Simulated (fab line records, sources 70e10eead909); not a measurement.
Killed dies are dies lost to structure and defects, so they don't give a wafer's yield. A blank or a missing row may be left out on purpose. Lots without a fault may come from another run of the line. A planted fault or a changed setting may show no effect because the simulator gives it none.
fab line records | flow nand_harc
record lots=24 wafers=72 last_day=24
route steps=1159 shown P_GATE@174 P_CONTACT@217 P_M0@266 P_M2@339
lots that met no fault: from a run of the same line without faults
start_h: hours from the record's first day to the start of the lot's first wafer shown | wait_h: hours since the lot's step before | " the same as in the row above | L1.1+2: a row that stands for several wafers | - no value, or no start given | * or withheld: withheld | < > ~ a bound
route shown NAME@n: a module of which the file shows steps, and the number in the route of the first | usual: mean/standard deviation of fault-free wafers | same: alike in all rows | chamber/n: place in a boat | sites: the reading at each site | _std_site: their standard deviation | _edge_site: outer sites' mean less inner sites' | radius_mm: how far each site lies from the wafer's centre | mask NAME#n: copy n | behind: the tool/chamber that last shaped the wafer | hold: why the lot was held/for how many hours/how that ended | device: the transistor (n, p or np) that didn't switch | end of line: the same wafers' tests at the end of the route | a step without rows: its recipe alone | killed: dies lost to structure and defects at the first sort, not the wafer's yield | map: a wafer's dies, x killed, . not, _ none there
set.NAME: the setting as run; set.NAME@STEP: as run at that earlier step | model.NAME: the simulator's own value behind a step, which no gauge read
steps of the route over a sample of lots; a table a step, a row a wafer
services: from which hour (start_h, from the record's first day; less than 0 if before it) a tool's chamber was out of use, for how many hours, and why
## steps
# step NHARC_P_GATE_STRIP_111
# recipe power_w=1500 temp_c=110 time_s=250 chemistry=N2/H2
# usual drypump_motor_current_A=5.7/0.54 heater_power_w=88/6.2
# columns lot.wafer tool chamber start_h wait_h drypump_motor_current_A heater_power_w rf_hours_counter_h
L074.1 plasma_asher-01 1 95.55 0.2 5.3 99 55
L074.3 " 0 " " 5.5 81 -
L074.4 " 1 " " 5.3 98 -
L076.1 plasma_asher-02 0 106.17 0.2 5.3 92 32
L076.2 " 1 " " 6.7 90 32
L076.6 " 0 " " 5.3 88 -
L075.3 plasma_asher-02 0 106.73 0.2 5.3 90 -
L075.4 " 1 " " 6.7 89 -
L075.5 " 0 " " 5.4 90 -
L078.1 plasma_asher-01 1 121.60 0.2 5.4 92 3
L078.3 " 0 " " 5.6 80 -
L078.6 " 0 " " 5.6 79 -
L077.2 plasma_asher-02 1 121.76 0.2 6.7 91 36
L077.1 " 0 " " 5.3 91 36
L077.4 " 0 " " 5.3 87 -
L079.1 plasma_asher-01 1 133.84 0.2 5.3 97 8
L079.3 " 1 " " 5.4 94 -
L079.5 " 1 " " 5.3 94 -
L081.2 plasma_asher-02 0 139.34 0.2 5.3 88 43
L081.4 " 0 " " 5.3 90 -
L081.3 " 1 " " 6.7 90 -
L080.1 plasma_asher-01 0 139.70 0.2 5.5 79 10
L080.4 " 1 " " 5.3 94 -
L080.5 " 0 " " 5.5 79 -
L083.2 plasma_asher-01 1 153.60 0.2 5.4 94 14
L083.1 " 0 " " 5.5 81 14
L083.5 " 0 " " 5.5 79 -
L082.2 plasma_asher-01 1 153.98 0.2 5.3 94 15
L082.1 " 0 " " 5.5 80 15
L082.4 " 0 " " 5.5 80 -
L084.3 plasma_asher-02 1 162.44 0.2 6.7 93 -
L084.4 " 0 " " 5.3 91 -
L084.5 " 1 " " 6.7 89 -
L086.1 plasma_asher-01 0 179.29 0.2 5.5 79 22
L086.3 " 1 " " 5.3 96 -
L086.5 " 1 " " 5.4 93 -
L088.2 plasma_asher-02 1 179.51 0.2 6.7 92 56
L088.3 " 1 " " 6.7 91 -
L088.4 " 0 " " 5.3 91 -
L087.2 plasma_asher-01 0 180.12 0.2 5.5 80 22
L087.3 " 1 " " 5.3 95 -
L087.5 " 1 " " 5.3 96 -
L085.4 plasma_asher-01 0 185.70 0.2 5.5 80 -
L085.3 " 1 " " 5.3 96 -
L085.5 " 0 " " 5.5 80 -
L089.4 plasma_asher-01 1 191.69 0.2 5.4 96 -
L089.5 " 0 " " 5.5 78 -
L089.6 " 1 " " 5.3 94 -
L090.2 plasma_asher-02 0 201.83 0.2 5.3 92 2
L090.4 " 0 " " 5.3 92 -
L090.6 " 0 " " 5.4 93 -
L092.2 plasma_asher-01 1 203.31 0.2 5.3 94 33
L092.3 " 1 " " 5.3 96 -
L092.6 " 1 " " 5.3 97 -
L091.2 plasma_asher-02 1 203.52 0.2 6.7 86 3
L091.1 " 0 " " 5.3 91 3
L091.6 " 1 " " 6.7 86 -
L093.1 plasma_asher-02 1 214.40 0.2 6.6 87 7
L093.3 " 1 " " 6.7 87 -
L093.5 " 1 " " 6.7 87 -
L094.2 plasma_asher-01 1 223.05 0.2 5.3 95 39
L094.4 " 1 " " 5.3 93 -
L094.6 " 0 " " 5.6 80 -
L097.2 plasma_asher-02 0 230.66 0.2 5.3 90 11
L097.1 " 1 " " 6.7 86 11
L097.5 " 1 " " 6.7 83 -
L095.1 plasma_asher-01 0 230.93 0.3 5.5 81 41
L095.4 " 1 " " 5.3 96 -
L095.6 " 0 " " 5.5 79 -
L096.3 plasma_asher-02 0 231.66 0.2 5.3 91 -
L096.4 " 1 " " 6.7 85 -
L096.5 " 0 " " 5.3 92 -
# step NHARC_P_CONTACT_DEP_30
# recipe target_thk_a=300 temp_c=400 target_thk_nm=30 flow_sccm=200 rf_w=450 material=SiNx
# usual heater_power_w=726/76
# columns lot.wafer tool chamber start_h wait_h heater_power_w
L074.3 pecvd-01 1 101.80 0.1 694
L074.1 " 0 " " 796
L074.4 " 2 " " 608
L076.2 pecvd-01 2 112.31 0.1 654
L076.1 " 0 " " 751
L076.6 " 0 " " 748
L075.3 pecvd-04 2 113.08 0.1 664
L075.4 " 0 " " 881
L075.5 " 1 " " 845
L078.3 pecvd-03 2 128.05 0.1 620
L078.1 " 0 " " 765
L078.6 " 2 " " 628
L077.1 pecvd-04 1 128.47 0.1 802
L077.2 " 2 " " 675
L077.4 " 0 " " 790
L079.3 pecvd-01 0 140.02 0.1 840
L079.1 " 1 " " 744
L079.5 " 0 " " 673
L081.2 pecvd-04 1 145.80 0.1 815
L081.3 " 0 " " 794
L081.4 " 1 " " 828
L080.1 pecvd-03 0 146.29 0.1 810
L080.4 " 1 " " 765
L080.5 " 0 " " 798
L083.2 pecvd-01 1 159.46 0.1 729
L083.1 " 2 " " 639
L083.5 " 1 " " 734
L082.2 pecvd-04 2 160.11 0.1 639
L082.1 " 1 " " 820
L082.4 " 0 " " 839
L084.3 pecvd-01 2 168.68 0.1 651
L084.5 " 0 " " 729
L084.4 " 2 " " 661
L086.1 pecvd-03 0 185.29 0.1 775
L086.3 " 1 " " 747
L086.5 " 1 " " 751
L088.3 pecvd-04 0 185.68 0.1 834
L088.2 " 1 " " 767
L088.4 " 0 " " 805
L087.2 pecvd-03 0 186.09 0.1 627
L087.3 " 2 " " 613
L087.5 " 2 " " 601
L085.3 pecvd-03 0 191.84 0.1 702
L085.5 " 1 " " 720
L085.4 " 0 " " 717
L089.5 pecvd-01 1 197.99 0.3 688
L089.4 " 2 " " 638
L089.6 " 0 " " 709
L090.2 pecvd-01 1 208.05 0.1 775
L090.4 " 0 " " 707
L090.6 " 1 " " 782
L092.2 pecvd-01 0 209.75 0.1 764
L092.3 " 1 " " 638
L092.6 " 1 " " 625
L091.1 pecvd-04 2 209.95 0.1 661
L091.2 " 0 " " 850
L091.6 " 0 " " 850
L093.3 pecvd-01 2 220.42 0.1 644
L093.1 " 0 " " 797
L093.5 " 1 " " 782
L094.2 pecvd-03 2 229.00 0.1 688
L094.6 " 2 " " 663
L094.4 " 1 " " 722
L097.1 pecvd-03 2 236.98 0.1 713
L097.2 " 0 " " 686
L097.5 " 0 " " 700
L095.1 pecvd-01 2 237.19 0.1 590
L095.4 " 1 " " 753
L095.6 " 2 " " 578
L096.3 pecvd-04 1 238.25 0.4 772
L096.5 " 0 " " 872
L096.4 " 1 " " 792
# step NHARC_P_M0_DESCUM_14
# recipe time_s=3 o2_flow_sccm=200 ar_flow_sccm=0 bias_power_w=0 chemistry=O2
# usual chamber_pressure_mTorr=60.00/0.055 drypump_motor_current_A=5.6/0.3 oes_product_au=0.998/0.0091 rf_vpp_V=57.7/0.85 showerhead_plenum_p_Torr=1.92/0.087 throttle_valve_pct=11.311/0.0083
# columns lot.wafer tool chamber start_h wait_h chamber_pressure_mTorr drypump_motor_current_A oes_product_au rf_hours_counter_h rf_vpp_V showerhead_plenum_p_Torr throttle_valve_pct
L074.1 rie_diel-10 1 109.48 0.1 59.98 5.4 0.994 8 58.9 2.06 11.318
L074.3 " 2 " " 60.00 5.4 0.993 9 57.9 1.84 11.309
L074.4 " 3 " " 60.09 5.6 1.001 8 56.9 1.85 11.310
L076.2 rie_diel-10 3 118.91 0.1 59.93 5.5 1.007 8 57.5 1.85 11.310
L076.1 " 1 " " 59.91 5.4 1.005 8 60.0 2.06 11.312
L076.6 " 0 " " 60.05 5.2 1.017 - 58.7 2.05 11.301
L075.3 rie_diel-09 0 119.49 0.1 59.95 5.5 1.000 2 57.5 1.97 11.323
L075.4 " 1 " " 59.90 5.7 0.985 3 57.2 1.87 11.309
L075.5 " 2 " " 59.93 6.2 0.995 - 57.8 1.84 11.315
L078.3 rie_diel-09 1 136.33 0.1 60.04 5.7 0.985 4 56.9 1.87 11.313
L078.1 " 0 " " 60.05 5.6 0.997 4 57.7 1.97 11.305
L078.6 " 2 " " 60.01 6.2 0.991 - 56.8 1.84 11.310
L077.2 rie_diel-10 0 136.91 0.1 60.03 5.2 1.019 9 59.0 2.05 11.310
L077.4 " 2 " " 59.93 5.4 0.990 10 57.4 1.84 11.316
L077.1 " 3 " " 59.98 5.6 1.001 9 57.0 1.85 11.313
L079.1 rie_diel-04 2 146.64 0.1 60.05 5.5 1.012 3 57.5 1.85 11.306
L079.3 " 3 " " 59.99 5.4 1.003 2 57.4 1.81 11.301
L079.5 " 3 " " 60.01 5.4 1.001 - 57.6 1.81 11.307
L081.3 rie_diel-10 3 151.71 0.1 59.98 5.5 1.001 10 57.3 1.85 11.321
L081.2 " 2 " " 60.07 5.4 0.990 11 57.0 1.84 11.305
L081.4 " 2 " " 59.88 5.4 0.993 - 55.6 1.84 11.309
L080.1 rie_diel-10 1 152.37 0.1 59.88 5.4 0.999 10 58.4 2.06 11.317
L080.5 " 1 " " 60.02 5.4 0.994 - 56.5 2.06 11.319
L080.4 " 3 " " 59.93 5.5 1.001 - 58.0 1.85 11.325
L083.1 rie_diel-09 2 168.24 0.1 59.95 6.2 1.005 6 57.7 1.84 11.302
L083.2 " 3 " " 60.04 5.9 0.993 5 58.7 2.01 11.312
L083.5 " 3 " " 59.99 5.9 0.985 - 57.5 2.01 11.306
L082.1 rie_diel-09 0 168.68 0.1 59.97 5.5 1.007 6 57.7 1.97 11.311
L082.2 " 1 " " 60.00 5.7 0.986 6 57.9 1.87 11.297
L082.4 " 2 " " 60.02 6.2 0.998 6 56.6 1.84 11.319
L084.4 rie_diel-10 1 174.42 0.1 60.02 5.4 0.999 11 57.1 2.06 11.319
L084.3 " 2 " " 60.05 5.4 0.994 12 56.8 1.84 11.314
L084.5 " 3 " " 59.96 5.6 1.013 - 57.1 1.85 11.317
L086.1 rie_diel-09 1 194.45 0.1 60.06 5.7 1.002 8 58.4 1.87 11.304
L086.3 " 3 " " 59.94 5.9 0.987 8 58.6 2.01 11.315
L086.5 " 2 " " 60.02 6.2 1.001 - 57.6 1.84 11.322
L088.2 rie_diel-04 3 194.59 0.1 59.95 5.4 1.011 5 58.8 1.81 11.294
L088.4 " 0 " " 59.93 5.7 1.002 5 59.3 1.87 11.293
L088.3 " 1 " " 60.08 6.1 1.010 5 56.9 1.93 11.307
L087.2 rie_diel-04 3 194.87 0.1 59.93 5.4 0.991 5 56.8 1.81 11.310
L087.3 " 2 " " 60.02 5.6 0.992 6 58.7 1.85 11.310
L087.5 " 3 " " 59.99 5.4 0.994 - 57.2 1.81 11.289
L085.4 rie_diel-09 2 197.55 0.1 59.99 6.2 0.993 8 58.9 1.84 11.309
L085.3 " 0 " " 60.06 5.5 0.996 8 56.6 1.97 11.317
L085.5 " 2 " " 60.02 6.2 0.997 - 56.8 1.84 11.314
L089.4 rie_diel-10 0 204.21 0.1 59.93 5.2 0.995 1 58.2 2.05 11.314
L089.5 " 0 " " 59.97 5.3 0.994 - 58.2 2.05 11.316
L089.6 " 1 " " 59.93 5.4 1.005 - 56.8 2.06 11.313
L092.3 rie_diel-09 0 218.57 0.1 59.96 5.6 0.992 9 58.3 1.97 11.324
L092.2 " 1 " " 59.91 5.7 0.995 10 57.0 1.87 11.309
L092.6 " 3 " " 60.00 5.9 0.979 - 59.1 2.01 11.300
L090.2 rie_diel-10 1 218.80 0.1 60.00 5.4 1.008 2 57.3 2.06 11.315
L090.6 " 2 " " 60.03 5.4 0.998 - 57.2 1.84 11.301
L090.4 " 0 " " 60.06 5.2 0.989 - 59.1 2.05 11.309
L091.1 rie_diel-10 1 219.16 0.1 60.04 5.4 0.998 2 58.3 2.06 11.307
L091.2 " 0 " " 59.98 5.2 0.983 2 58.8 2.05 11.309
L091.6 " 1 " " 60.04 5.4 1.001 - 56.8 2.05 11.309
L093.3 rie_diel-04 1 226.29 0.1 59.93 6.2 1.003 7 56.8 1.93 11.298
L093.1 " 3 " " 60.02 5.3 0.997 7 58.4 1.81 11.311
L093.5 " 1 " " 60.07 6.2 1.004 - 58.1 1.93 11.316
L094.4 rie_diel-09 3 236.64 0.1 60.05 6.0 0.986 11 58.8 2.01 11.304
L094.2 " 0 " " 60.06 5.5 1.003 10 57.9 1.97 11.303
L094.6 " 2 " " 60.01 6.2 1.001 - 57.7 1.84 11.301
L097.2 rie_diel-09 0 245.30 0.1 60.04 5.6 0.999 11 56.7 1.96 11.312
L097.1 " 1 " " 59.97 5.7 0.996 12 56.9 1.87 11.310
L097.5 " 2 " " 60.00 6.2 1.005 - 57.6 1.84 11.303
L095.4 rie_diel-04 0 245.81 0.1 60.00 5.7 0.996 8 56.0 1.87 11.327
L095.1 " 3 " " 59.96 5.4 0.990 8 56.7 1.81 11.318
L095.6 " 0 " " 60.09 5.8 0.991 - 57.2 1.87 11.315
L096.4 rie_diel-09 1 246.70 0.1 59.95 5.7 0.998 12 56.9 1.87 11.326
L096.3 " 3 " " 60.02 5.9 0.986 11 58.7 2.01 11.307
L096.5 " 0 " " 60.03 5.6 0.994 - 57.0 1.96 11.320
# step NHARC_P_M0_DEP_32
# recipe target_thk_a=300 temp_c=370 target_thk_nm=30 pressure_torr=3 flow_sccm=200 rf_w=450 material=SiCN
# usual heater_power_w=566/76
# columns lot.wafer tool chamber start_h wait_h heater_power_w
L074.1 pecvd-02 2 112.14 0.1 690
L074.3 " 0 " " 514
L074.4 " 2 " " 680
L076.1 pecvd-02 2 121.74 0.1 711
L076.2 " 1 " " 493
L076.6 " 0 " " 416
L075.3 pecvd-02 0 122.09 0.1 477
L075.5 " 1 " " 563
L075.4 " 2 " " 618
L078.1 pecvd-03 0 138.99 0.1 627
L078.3 " 1 " " 585
L078.6 " 2 " " 532
L077.2 pecvd-03 2 139.63 0.1 486
L077.1 " 0 " " 640
L077.4 " 2 " " 473
L079.3 pecvd-04 1 149.28 0.1 566
L079.1 " 0 " " 706
L079.5 " 0 " " 730
L081.2 pecvd-04 2 154.42 0.1 604
L081.3 " 0 " " 716
L081.4 " 2 " " 595
L080.1 pecvd-03 1 155.11 0.1 619
L080.4 " 0 " " 656
L080.5 " 1 " " 605
L083.2 pecvd-03 1 170.92 0.1 623
L083.1 " 2 " " 485
L083.5 " 0 " " 566
L082.1 pecvd-02 1 171.34 0.1 455
L082.2 " 2 " " 612
L082.4 " 1 " " 452
L084.3 pecvd-03 2 177.08 0.1 471
L084.5 " 1 " " 648
L084.4 " 2 " " 475
L086.3 pecvd-02 1 197.11 0.1 481
L086.1 " 2 " " 658
L086.5 " 0 " " 415
L088.2 pecvd-03 2 197.21 0.1 536
L088.3 " 1 " " 564
L088.4 " 1 " " 566
L087.2 pecvd-02 1 197.54 0.1 545
L087.3 " 2 " " 629
L087.5 " 0 " " 442
L085.3 pecvd-03 0 200.24 0.1 647
L085.4 " 1 " " 637
L085.5 " 2 " " 525
L089.6 pecvd-02 2 207.29 0.2 681
L089.5 " 0 " " 473
L089.4 " 1 " " 534
L092.2 pecvd-02 2 221.22 0.1 643
L092.3 " 2 " " 657
L092.6 " 1 " " 476
L090.2 pecvd-03 0 221.60 0.1 651
L090.4 " 0 " " 658
L090.6 " 2 " " 525
L091.2 pecvd-04 2 221.82 0.1 498
L091.1 " 1 " " 572
L091.6 " 0 " " 619
L093.1 pecvd-04 1 228.92 0.1 596
L093.3 " 0 " " 664
L093.5 " 2 " " 517
L094.2 pecvd-03 2 239.29 0.1 502
L094.6 " 1 " " 611
L094.4 " 0 " " 598
L097.1 pecvd-02 2 247.99 0.1 583
L097.2 " 1 " " 459
L097.5 " 0 " " 480
L095.1 pecvd-02 0 248.92 0.1 484
L095.4 " 1 " " 489
L095.6 " 2 " " 593
L096.3 pecvd-02 0 249.41 0.1 508
L096.5 " 2 " " 598
L096.4 " 0 " " 491
# step NHARC_P_M2_PRE_CLEAN_30
# recipe time_s=30 temp_c=280 gas=H2/He
# usual heater_power_w=381/31
# columns lot.wafer tool chamber start_h wait_h heater_power_w
L074.4 pvd_sputter-02 - - - 367
L074.1 " - " " 379
L074.3 " - " " 393
L076.2 pvd_sputter-03 - - - 390
L076.1 " - " " 331
L076.6 " - " " 387
L075.4 pvd_sputter-03 - - - 340
L075.3 " - " " 399
L075.5 " - " " 368
L078.1 pvd_sputter-02 - - - 338
L078.3 " - " " 380
L078.6 " - " " 332
L077.4 pvd_sputter-01 - - - 437
L077.1 " - " " 392
L077.2 " - " " 376
L079.3 pvd_sputter-02 - - - 375
L079.1 " - " " 366
L079.5 " - " " 366
L081.4 pvd_sputter-03 - - - 400
L081.3 " - " " 385
L081.2 " - " " 330
L080.1 pvd_sputter-02 - - - 349
L080.4 " - " " 376
L080.5 " - " " 394
L083.1 pvd_sputter-03 - - - 401
L083.2 " - " " 388
L083.5 " - " " 378
L082.1 pvd_sputter-02 - - - 383
L082.4 " - " " 395
L082.2 " - " " 339
L084.3 pvd_sputter-02 - - - 336
L084.4 " - " " 376
L084.5 " - " " 338
L086.3 pvd_sputter-01 - - - 390
L086.1 " - " " 446
L086.5 " - " " 385
L088.2 pvd_sputter-02 - - - 340
L088.3 " - " " 379
L088.4 " - " " 370
L087.3 pvd_sputter-03 - - - 388
L087.2 " - " " 336
L087.5 " - " " 398
L085.3 pvd_sputter-03 - - - 346
L085.4 " - " " 400
L085.5 " - " " 394
L089.4 pvd_sputter-02 - - - 340
L089.6 " - " " 337
L089.5 " - " " 372
L092.3 pvd_sputter-01 - - - 398
L092.2 " - " " 380
L092.6 " - " " 463
L090.2 pvd_sputter-03 - - - 403
L090.4 " - " " 340
L090.6 " - " " 398
L091.2 pvd_sputter-01 - - - 448
L091.1 " - " " 427
L091.6 " - " " 431
L093.3 pvd_sputter-01 - - - 390
L093.1 " - " " 424
L093.5 " - " " 444
L094.2 pvd_sputter-01 - - - 387
L094.4 " - " " 395
L094.6 " - " " 376
L097.2 pvd_sputter-02 - - - 368
L097.1 " - " " 394
L097.5 " - " " 368
L095.4 pvd_sputter-02 - - - 396
L095.1 " - " " 371
L095.6 " - " " 400
L096.3 pvd_sputter-03 - - - 368
L096.4 " - " " 341
L096.5 " - " " 370
# step NHARC_P_M2_PVD_21
# recipe target_thk_a=300 chamber_pressure_pa=5 power_w=5000 substrate_temp_c=30 time_s=20.49 material=Cu
# usual throttle_valve_pct=29.7/0.88
# columns lot.wafer tool chamber start_h wait_h throttle_valve_pct
L074.1 pvd_sputter-02 - - - 29.0
L074.3 " - " " 29.8
L074.4 " - " " 29.5
L076.2 pvd_sputter-03 - - - 28.5
L076.1 " - " " 30.8
L076.6 " - " " 28.4
L075.3 pvd_sputter-03 - - - 30.7
L075.4 " - " " 30.9
L075.5 " - " " 30.7
L078.3 pvd_sputter-02 - - - 29.7
L078.1 " - " " 29.2
L078.6 " - " " 29.5
L077.4 pvd_sputter-01 - - - 29.0
L077.1 " - " " 29.1
L077.2 " - " " 30.6
L079.3 pvd_sputter-02 - - - 29.0
L079.1 " - " " 29.0
L079.5 " - " " 29.4
L081.2 pvd_sputter-03 - - - 28.4
L081.4 " - " " 30.8
L081.3 " - " " 28.5
L080.1 pvd_sputter-02 - - - 30.1
L080.4 " - " " 28.9
L080.5 " - " " 30.0
L083.2 pvd_sputter-03 - - - 30.6
L083.1 " - " " 28.4
L083.5 " - " " 30.6
L082.4 pvd_sputter-02 - - - 29.7
L082.2 " - " " 29.0
L082.1 " - " " 29.2
L084.4 pvd_sputter-02 - - - 29.6
L084.3 " - " " 29.0
L084.5 " - " " 28.9
L086.1 pvd_sputter-01 - - - 29.3
L086.3 " - " " 28.8
L086.5 " - " " 29.4
L088.2 pvd_sputter-02 - - - 29.7
L088.3 " - " " 29.4
L088.4 " - " " 28.8
L087.3 pvd_sputter-03 - - - 30.8
L087.2 " - " " 28.6
L087.5 " - " " 31.1
L085.4 pvd_sputter-03 - - - 28.7
L085.3 " - " " 28.4
L085.5 " - " " 28.5
L089.4 pvd_sputter-03 - 214.13 - 28.5
L089.5 " - " " 30.8
L089.6 " - " " 30.8
L092.3 pvd_sputter-01 - - - 29.1
L092.2 " - " " 28.6
L092.6 " - " " 30.6
L090.2 pvd_sputter-03 - - - 28.6
L090.4 " - " " 30.6
L090.6 " - " " 28.5
L091.1 pvd_sputter-01 - - - 30.5
L091.2 " - " " 28.9
L091.6 " - " " 30.6
L093.1 pvd_sputter-01 - - - 28.9
L093.3 " - " " 28.8
L093.5 " - " " 29.1
L094.2 pvd_sputter-01 - - - 29.0
L094.4 " - " " 30.2
L094.6 " - " " 29.1
L097.2 pvd_sputter-02 - - - 30.2
L097.1 " - " " 29.5
L097.5 " - " " 31.1
L095.1 pvd_sputter-02 - - - 29.5
L095.4 " - " " 31.0
L095.6 " - " " 31.0
L096.3 pvd_sputter-03 - - - 30.8
L096.4 " - " " 28.7
L096.5 " - " " 31.0
## services
# columns tool chamber start_h hours kind
pvd_sputter-03 - 74.27 1.3 repair
rie_diel-09 - 77.28 9.0 pm
pecvd-03 0 77.97 9.4 repair
pvd_sputter-01 - 96.28 6.6 repair
plasma_asher-01 - 99.32 9.0 pm
pecvd-03 - 99.34 0.9 repair
pvd_sputter-03 - 102.07 10.0 pm
pecvd-03 - 111.03 13.0 pm
pvd_sputter-01 - 120.94 9.4 repair
pvd_sputter-03 - 132.23 4.0 repair
plasma_asher-01 - 135.13 3.4 repair
pecvd-03 2 143.64 17.0 repair
pecvd-04 - 152.50 0.5 repair
pecvd-02 - 153.02 13.0 pm
pecvd-03 - 157.55 1.4 repair
pvd_sputter-01 - 158.00 10.0 pm
plasma_asher-01 - 173.77 0.6 repair
pvd_sputter-03 - 181.42 3.0 repair
plasma_asher-02 - 184.22 9.0 pm
pecvd-02 1 186.30 4.6 repair
pecvd-04 - 195.00 13.0 pm
pvd_sputter-01 - 195.19 0.7 repair
pvd_sputter-01 - 213.99 1.0 repair
pecvd-02 0 220.46 4.2 repair
## key
fault none
